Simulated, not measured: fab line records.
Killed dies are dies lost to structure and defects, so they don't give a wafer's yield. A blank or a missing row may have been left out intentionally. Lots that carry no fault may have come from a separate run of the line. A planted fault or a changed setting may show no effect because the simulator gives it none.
Chamber matching    flow nand-harc    rie-diel-04 running NHARC_P_M0_DESCUM_14: 4 sister chambers
The step chemistry O2, time 3 s. 18 wafers are shown with their chamber, then 9 later ones without.

## WAFERS WITH THEIR CHAMBER
wafer   chamber  oes-product-au (a.u.)  rf-vpp-V (V)  throttle-valve-pct (%)
L074.2  2        1.011                  57.6          11.296
L074.3  3        0.984                  57.5          11.313
L074.5  3        0.979                  58.7          11.300
L079.4  3        0.996                  59.9          11.323
L079.5  1        0.976                  58.7          11.306
L079.6  2        1.003                  57.5          11.312
L082.1  2        0.999                  56.7          11.315
L082.4  0        1.003                  58.4          11.295
L082.5  3        0.996                  59.6          11.313
L089.3  3        1.002                  58.3          11.322
L089.4  3        0.985                  58.5          11.294
L089.5  2        1.000                  57.8          11.315
L091.1  0        1.002                  58.3          11.314
L091.3  3        0.990                  57.6          11.312
L091.6  1        0.977                  55.9          11.302
L091.2  1        0.977                  58.1          11.324
L091.4  0        1.005                  58.5          11.317
L091.5  3        0.982                  59.7          11.310

SIGNATURES (means of the wafers above)
reading             chamber 0  chamber 1  chamber 2  chamber 3  scatter within a chamber
oes-product-au      1.00333    0.97667    1.00325    0.98925    0.00628
rf-vpp-V            58.400     57.567     57.400     58.725     0.893
throttle-valve-pct  11.30867   11.31067   11.30950   11.31087   0.0103
Rule: for each reading, subtract the chamber's mean from the wafer's reading, divide by that reading's scatter and square the result; add these up over the readings and take the root, which gives the wafer's distance from the chamber. If the next closest chamber is less than 2 further off than the closest, the wafer can't be placed; otherwise it belongs to the closest. How the scatter is found: for the shown wafers, subtract from each reading the mean of its chamber, square and add these, divide the total by (wafers less chambers), then take the root.

## WAFERS WITH NO CHAMBER GIVEN
wafer   oes-product-au (a.u.)  rf-vpp-V (V)  throttle-valve-pct (%)
L093.3  1.008                  58.2          11.299
L093.4  0.997                  58.1          11.330
L093.6  1.005                  57.4          11.329
L092.1  0.991                  57.9          11.319
L092.2  0.993                  57.5          11.309
L092.6  1.001                  57.5          11.301
L094.1  0.986                  58.7          11.302
L094.3  0.998                  57.5          11.320
L094.6  0.998                  56.7          11.323

## CHAMBER TAKEN BY EACH
wafer   from the rows above                in truth
L093.3  can't be placed: 0 or 2            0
L093.4  can't be placed: 0 or 3 or 2 or 1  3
L093.6  can't be placed: 2 or 0 or 3       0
L092.1  can't be placed: 3 or 2 or 0 or 1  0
L092.2  can't be placed: 3 or 2 or 0 or 1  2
L092.6  can't be placed: 2 or 0 or 3       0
L094.1  can't be placed: 3 or 1 or 0       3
L094.3  can't be placed: 2 or 0 or 3       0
L094.6  can't be placed: 2 or 0 or 3 or 1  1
Placed correctly: 0 of 9. Not placeable from these rows: 9 (in 9, the candidates include the true chamber). Placed wrongly: 0.
